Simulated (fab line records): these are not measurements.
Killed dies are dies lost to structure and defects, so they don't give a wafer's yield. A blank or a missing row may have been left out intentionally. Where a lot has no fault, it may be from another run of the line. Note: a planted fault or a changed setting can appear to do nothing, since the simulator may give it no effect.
fab line records -- flow nand_harc
record: lots: 12, wafers: 36, last_day: 33
route steps=1302 shown A_CONTACT@983
lots with no fault: from the same line, run without faults
start_h: hours from the record's first day to the start of the lot's first wafer shown -- wait_h: hours elapsed since this lot's preceding step -- " identical to the entry in the row above -- L1.1+2: a single row standing in for several wafers -- - value missing, or start not given -- * or withheld: withheld -- < > ~ a bound
route shown NAME@n: a module of which the file shows steps, and the number in the route of the first -- usual: average and standard deviation across the fault-free wafers -- same: alike in all rows -- chamber/n: place in a boat -- sites: each site's reading -- _std_site: their standard deviation -- _edge_site: mean of outer sites minus mean of inner sites -- radius_mm: how far each site lies from the wafer's centre -- mask NAME#n: copy n -- behind: the most recent tool/chamber to have shaped the wafer -- hold: reason for holding the lot/hours on hold/outcome of the hold -- device: whichever transistor did not switch (one of n, p or np) -- end of line: the tests these same wafers got at the end of their route -- step lacking rows: just its recipe -- killed: the dies lost at the first sort to structure and to defects; this is not the yield of the wafer -- map: shows each die of a wafer: x if killed, . if not, _ if none is there
set.NAME: the setting the step ran with; set.NAME@STEP: the setting that earlier step ran with -- model.NAME: the simulator's own value behind a step, which no gauge read
one table for each step of the route and one row for each wafer, over a sample of lots
services: from which hour (start_h, from the record's first day; less than 0 if before it) a tool's chamber was out of use, for how many hours, and why
== steps ==
step: NHARC_A_CONTACT_DEP_24
recipe: target_thk_a: 5000, temp_c: 400, pressure_torr: 6.5, rf_w: 900, teos_flow_sccm: 161.4, flow_sccm: 2650, target_thk_nm: 500, gas: O2, material: SiO2
usual: heater_power_w: 532/88, mfc_precursor_sccm: 161.5/0.53, rf_fwd_power_W: 899.1/2.7, showerhead_vpp_V: 1846/77, throttle_valve_pct: 15.7/0.65
lot.wafer,tool,chamber,start_h,wait_h,heater_power_w,mfc_precursor_sccm,rf_fwd_power_W,showerhead_vpp_V,throttle_valve_pct
L196.2,pecvd-04,2,494.77,0.1,721,162.6,899.2,1927,15.7
L196.4,pecvd-04,2,494.77,0.1,720,161.9,901.3,1911,15.8
L196.6,pecvd-04,1,494.77,0.1,531,161.4,895.3,1973,16.5
L195.1,pecvd-02,0,494.79,0.1,507,161.8,898.6,1801,14.7
L195.3,pecvd-02,1,494.79,0.1,535,162.3,896.0,1892,16.0
L195.2,pecvd-02,2,494.79,0.1,553,160.9,898.8,1677,15.7
L199.3,pecvd-02,2,516.39,0.1,461,162.0,897.8,1708,15.4
L199.6,pecvd-02,1,516.39,0.1,533,161.7,899.7,1887,16.0
L199.4,pecvd-02,2,516.39,0.1,496,161.7,899.0,1679,15.7
L198.5,pecvd-04,0,516.51,0.2,612,162.4,902.0,1843,15.0
L198.4,pecvd-04,1,516.51,0.2,536,160.9,899.9,1951,16.4
L198.6,pecvd-04,2,516.51,0.2,664,162.2,902.2,1902,15.5
L201.3,pecvd-01,0,528.75,0.1,570,161.6,897.6,1809,15.5
L201.5,pecvd-01,1,528.75,0.1,523,162.1,896.4,1724,16.3
L201.4,pecvd-01,2,528.75,0.1,457,161.0,897.3,1851,14.4
L206.3,pecvd-04,1,596.02,0.2,481,161.7,902.9,1933,16.5
L206.6,pecvd-04,0,596.02,0.2,462,161.7,901.7,1852,15.0
L206.4,pecvd-04,1,596.02,0.2,516,161.7,898.6,1918,16.4
L207.5,pecvd-01,0,601.68,0.2,478,160.5,903.6,1832,15.6
L207.6,pecvd-01,1,601.68,0.2,468,161.6,898.9,1751,16.5
L207.4,pecvd-01,2,601.68,0.2,337,161.0,898.9,1889,14.4
L210.1,pecvd-01,1,619.97,0.1,471,161.9,896.8,1742,16.3
L210.3,pecvd-01,0,619.97,0.1,536,161.3,899.5,1840,15.6
L210.6,pecvd-01,0,619.97,0.1,548,160.4,897.8,1799,15.7
L214.3,pecvd-02,0,670.91,0.1,608,161.0,901.6,1829,15.2
L214.1,pecvd-02,2,670.91,0.1,612,161.7,899.3,1685,15.4
L214.5,pecvd-02,1,670.91,0.1,386,161.6,900.2,1869,16.7
L216.2,pecvd-04,2,697.02,0.1,677,161.9,896.8,1874,15.7
L216.5,pecvd-04,1,697.02,0.1,558,162.0,900.5,1929,16.6
L216.4,pecvd-04,0,697.02,0.1,443,161.4,896.7,1847,15.3
L218.3,pecvd-02,0,697.17,0.1,639,160.8,901.4,1832,15.3
L218.2,pecvd-02,1,697.17,0.1,468,161.6,901.6,1877,16.6
L218.4,pecvd-02,0,697.17,0.1,479,161.5,898.5,1820,15.0
L217.6,pecvd-01,0,697.17,0.2,473,161.9,902.3,1851,15.4
L217.4,pecvd-01,1,697.17,0.2,440,160.7,900.5,1773,16.3
L217.5,pecvd-01,2,697.17,0.2,395,161.2,898.1,1893,14.5
step: NHARC_A_CONTACT_ETCH_49
recipe: target_depth_a: 2600, over_etch_frac: 0.3, time_s: 475.3, ion_energy_ev: 200, n2_flow_sccm: 150, h2_flow_sccm: 150, ar_flow_sccm: 0, rf_w: 400, bias_w: 150, chemistry: N2/H2
usual: drypump_motor_current_A: 5.7/0.48, h2_flow_sccm: 150.1/0.47, oes_product_au: 0.997/0.011, rf_fwd_power_W: 399.2/1.2, rf_vpp_V: 432.7/2.3, showerhead_plenum_p_Torr: 2.12/0.082, throttle_valve_pct: 14.171/0.0089
lot.wafer,tool,chamber,start_h,wait_h,drypump_motor_current_A,h2_flow_sccm,oes_product_au,rf_fwd_power_W,rf_hours_counter_h,rf_vpp_V,showerhead_plenum_p_Torr,throttle_valve_pct
L196.2,rie_diel-02,1,503.53,-,6.3,150.9,0.986,402.2,33,431.1,2.07,14.169
L196.4,rie_diel-02,2,503.53,-,5.7,149.7,0.993,399.8,27,432.2,2.07,14.176
L196.6,rie_diel-02,2,503.53,-,5.7,149.6,0.991,399.3,-,432.8,2.07,14.177
L195.3,rie_diel-02,0,504.97,-,6.7,150.1,1.002,400.1,36,434.2,2.17,14.171
L195.1,rie_diel-02,1,504.97,-,6.3,150.2,0.984,400.0,35,431.7,2.07,14.166
L195.2,rie_diel-02,2,504.97,-,5.7,150.2,1.001,398.0,28,431.1,2.07,14.166
L198.4,rie_diel-11,2,522.33,-,5.7,149.6,0.998,398.5,13,433.1,2.11,14.163
L198.5,rie_diel-11,3,522.33,-,5.7,150.2,0.998,401.4,-,434.3,2.21,14.180
L198.6,rie_diel-11,0,522.33,-,5.5,150.0,0.986,400.1,-,432.0,2.09,14.176
L199.4,rie_diel-02,0,522.41,-,6.8,149.5,1.004,398.6,44,432.8,2.17,14.184
L199.3,rie_diel-02,2,522.41,-,5.7,149.6,0.994,400.0,34,432.8,2.07,14.158
L199.6,rie_diel-02,3,522.41,-,4.9,150.1,0.997,398.4,-,426.9,1.93,14.165
L201.3,rie_diel-09,1,534.67,-,6.2,150.4,0.986,399.1,7,430.0,2.00,14.171
L201.4,rie_diel-09,3,534.67,-,4.7,150.9,0.999,398.9,8,429.7,2.04,14.157
L201.5,rie_diel-09,1,534.67,-,6.2,149.4,0.982,397.8,-,430.2,2.00,14.175
L206.4,rie_diel-11,0,603.05,-,5.5,119.6,0.997,401.5,25,432.3,1.98,13.648
L206.3,rie_diel-11,1,603.05,-,5.8,120.7,0.989,397.5,26,434.2,2.10,13.648
L206.6,rie_diel-11,0,603.05,-,5.5,119.2,0.995,400.9,-,431.7,1.98,13.670
L207.4,rie_diel-11,0,607.35,-,5.5,119.2,0.981,396.8,26,432.3,1.98,13.654
L207.5,rie_diel-11,0,607.35,-,5.5,119.9,0.990,397.5,-,432.8,1.98,13.654
L207.6,rie_diel-11,1,607.35,-,5.7,119.7,0.996,396.7,-,434.8,2.10,13.674
L210.3,rie_diel-09,1,627.08,-,6.2,151.3,0.988,397.9,24,429.0,2.00,14.151
L210.1,rie_diel-09,3,627.08,-,4.7,150.1,0.998,399.7,49,430.0,2.02,14.152
L210.6,rie_diel-09,0,627.08,-,6.1,149.8,0.982,397.4,-,433.9,2.14,14.188
L214.1,rie_diel-02,0,679.18,-,6.8,150.2,0.999,397.1,29,433.5,2.15,14.169
L214.3,rie_diel-02,1,679.18,-,6.3,149.5,0.994,398.6,28,431.3,2.05,14.169
L214.5,rie_diel-02,2,679.18,-,5.7,150.1,0.984,399.2,-,431.0,2.05,14.159
L216.4,rie_diel-11,2,702.91,-,5.7,149.9,0.994,402.3,12,432.3,2.09,14.174
L216.2,rie_diel-11,1,702.91,-,5.8,150.1,0.993,397.0,14,435.0,2.20,14.174
L216.5,rie_diel-11,2,702.91,-,5.7,149.7,0.982,400.9,-,432.4,2.10,14.175
L217.4,rie_diel-11,0,703.28,-,5.5,148.8,1.013,398.1,13,432.4,2.08,14.167
L217.6,rie_diel-11,2,703.28,-,5.7,149.9,0.977,399.4,-,432.3,2.10,14.174
L217.5,rie_diel-11,3,703.28,-,5.7,150.3,1.001,399.9,-,434.8,2.20,14.174
L218.4,rie_diel-09,2,704.46,-,5.0,150.1,0.990,398.4,9,434.1,2.19,14.183
L218.3,rie_diel-09,3,704.46,-,4.7,149.7,0.997,399.9,7,431.1,2.01,14.166
L218.2,rie_diel-09,0,704.46,-,6.2,149.3,1.000,399.5,7,433.4,2.13,14.172
step: NHARC_A_CONTACT_ETCH_115
recipe: source_w: withheld, pressure_mtorr: 20, bias_v: 3000, time_s: 190, target_depth_a: 18500, ar_flow_sccm: withheld, c4f8_flow_sccm: withheld, o2_flow_sccm: withheld, chemistry: C4F8/O2/Ar
lot.wafer,tool,chamber,start_h,wait_h,rf_hours_counter_h
L196.2,har_cap_etch-02,1,505.91,0.1,89
L196.4,har_cap_etch-02,1,505.91,0.1,-
L196.6,har_cap_etch-02,0,505.91,0.1,-
L195.1,har_cap_etch-03,0,507.35,0.1,41
L195.2,har_cap_etch-03,1,507.35,0.1,41
L195.3,har_cap_etch-03,1,507.35,0.1,-
L198.4,har_cap_etch-01,1,524.64,0.1,-
L198.5,har_cap_etch-01,1,524.64,0.1,-
L198.6,har_cap_etch-01,0,524.64,0.1,-
L199.4,har_cap_etch-03,0,524.91,0.1,-
L199.3,har_cap_etch-03,1,524.91,0.1,-
L199.6,har_cap_etch-03,0,524.91,0.1,-
L201.3,har_cap_etch-02,1,537.08,0.1,-
L201.4,har_cap_etch-02,0,537.08,0.1,-
L201.5,har_cap_etch-02,0,537.08,0.1,-
L206.4,har_cap_etch-01,0,605.71,0.2,-
L206.3,har_cap_etch-01,1,605.71,0.2,-
L206.6,har_cap_etch-01,0,605.71,0.2,-
L207.4,har_cap_etch-03,0,609.77,0.1,-
L207.5,har_cap_etch-03,0,609.77,0.1,-
L207.6,har_cap_etch-03,1,609.77,0.1,-
L210.1,har_cap_etch-01,0,629.55,0.1,20
L210.3,har_cap_etch-01,0,629.55,0.1,-
L210.6,har_cap_etch-01,0,629.55,0.1,-
L214.1,har_cap_etch-02,1,681.49,0.1,122
L214.3,har_cap_etch-02,1,681.49,0.1,-
L214.5,har_cap_etch-02,1,681.49,0.1,-
L216.2,har_cap_etch-02,0,705.42,0.1,129
L216.4,har_cap_etch-02,0,705.42,0.1,-
L216.5,har_cap_etch-02,0,705.42,0.1,-
L217.4,har_cap_etch-03,1,706.35,0.1,-
L217.5,har_cap_etch-03,1,706.35,0.1,-
L217.6,har_cap_etch-03,0,706.35,0.1,-
L218.2,har_cap_etch-01,0,707.75,0.1,35
L218.3,har_cap_etch-01,1,707.75,0.1,-
L218.4,har_cap_etch-01,0,707.75,0.1,-
step: NHARC_A_CONTACT_ETCH_119
recipe: source_w: withheld, pressure_mtorr: 20, bias_v: 3000, time_s: 190, target_depth_a: 18500, ar_flow_sccm: withheld, c4f8_flow_sccm: withheld, o2_flow_sccm: withheld, chemistry: C4F8/O2/Ar
lot.wafer,tool,chamber,start_h,wait_h,rf_hours_counter_h
L196.2,har_cap_etch-02,1,506.59,0.1,89
L196.4,har_cap_etch-02,1,506.59,0.1,-
L196.6,har_cap_etch-02,0,506.59,0.1,-
L195.1,har_cap_etch-03,0,508.03,0.1,41
L195.2,har_cap_etch-03,1,508.03,0.1,41
L195.3,har_cap_etch-03,1,508.03,0.1,-
L198.4,har_cap_etch-01,1,525.32,0.1,-
L198.5,har_cap_etch-01,1,525.32,0.1,-
L198.6,har_cap_etch-01,0,525.32,0.1,-
L199.4,har_cap_etch-03,0,525.60,0.1,-
L199.3,har_cap_etch-03,1,525.60,0.1,-
L199.6,har_cap_etch-03,0,525.60,0.1,-
L201.3,har_cap_etch-02,1,537.76,0.1,-
L201.4,har_cap_etch-02,0,537.76,0.1,-
L201.5,har_cap_etch-02,0,537.76,0.1,-
L206.4,har_cap_etch-01,0,606.63,0.2,-
L206.3,har_cap_etch-01,1,606.63,0.2,-
L206.6,har_cap_etch-01,0,606.63,0.2,-
L207.4,har_cap_etch-03,0,610.46,0.1,-
L207.5,har_cap_etch-03,0,610.46,0.1,-
L207.6,har_cap_etch-03,1,610.46,0.1,-
L210.1,har_cap_etch-01,0,630.22,0.1,21
L210.3,har_cap_etch-01,0,630.22,0.1,-
L210.6,har_cap_etch-01,0,630.22,0.1,-
L214.1,har_cap_etch-02,1,682.18,0.1,122
L214.3,har_cap_etch-02,1,682.18,0.1,-
L214.5,har_cap_etch-02,1,682.18,0.1,-
L216.2,har_cap_etch-02,0,706.10,0.1,129
L216.4,har_cap_etch-02,0,706.10,0.1,-
L216.5,har_cap_etch-02,0,706.10,0.1,-
L217.4,har_cap_etch-03,1,707.03,0.1,-
L217.5,har_cap_etch-03,1,707.03,0.1,-
L217.6,har_cap_etch-03,0,707.03,0.1,-
L218.2,har_cap_etch-01,0,708.43,0.1,35
L218.3,har_cap_etch-01,1,708.43,0.1,-
L218.4,har_cap_etch-01,0,708.43,0.1,-
== services ==
tool,chamber,start_h,hours,kind
har_cap_etch-03,-,476.02,2.0,repair
pecvd-01,-,492.21,13.0,pm
har_cap_etch-01,-,497.00,17.0,pm
rie_diel-09,-,497.17,9.0,pm
pecvd-02,-,523.34,4.7,repair
pecvd-04,2,530.26,6.8,repair
rie_diel-09,1,539.60,45.0,repair
pecvd-01,2,550.53,12.9,repair
har_cap_etch-01,-,558.80,24.6,repair
pecvd-04,-,567.72,2.5,repair
rie_diel-11,0,568.61,6.3,repair
rie_diel-02,-,570.88,9.0,pm
pecvd-02,-,589.39,13.0,pm
rie_diel-09,0,589.90,6.2,repair
pecvd-04,-,590.22,1.2,repair
rie_diel-11,-,609.53,9.0,pm
pecvd-02,0,630.32,4.3,repair
pecvd-04,-,631.26,13.0,pm
pecvd-01,1,652.43,5.4,repair
pecvd-02,1,653.96,5.4,repair
pecvd-01,-,659.14,1.6,repair
rie_diel-11,0,659.83,12.7,repair
pecvd-01,-,673.48,13.0,pm
rie_diel-09,-,674.17,9.0,pm
== key ==
first_sign: step: NHARC_A_CONTACT_ETCH_49, reading: h2_flow_sccm, direction: down, sigmas: 65, usual: 150.1, struck: 119.7
effect: step: NHARC_A_CONTACT_ETCH_49, reading: throttle_valve_pct, direction: down, sigmas: 57, usual: 14.171, struck: 13.658
met_at NHARC_A_CONTACT_ETCH_49
struck_lots L206,L207
tester_left_out L206,L207
not_acting_at NHARC_A_CONTACT_DEP_24,NHARC_A_CONTACT_ETCH_115,NHARC_A_CONTACT_ETCH_119
onset_between 522.33 603.05
fault: kind: process_parameter_drift, tool: rie_diel-11, chamber: -, onset_h: 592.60, steps: NHARC_A_CONTACT_ETCH_49, channel: h2_flow_sccm, offset: -30, shape: step, end_h: 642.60, acts_in: these_recipes_only, stated: 150
tester_left_out: of these lots the tester's yield and bins aren't shown, on N5 and GAA mostly nor the transistor test; their killed dies are dies lost to structure and defects alone, not to doping, threshold or leakage, so they don't give the yield
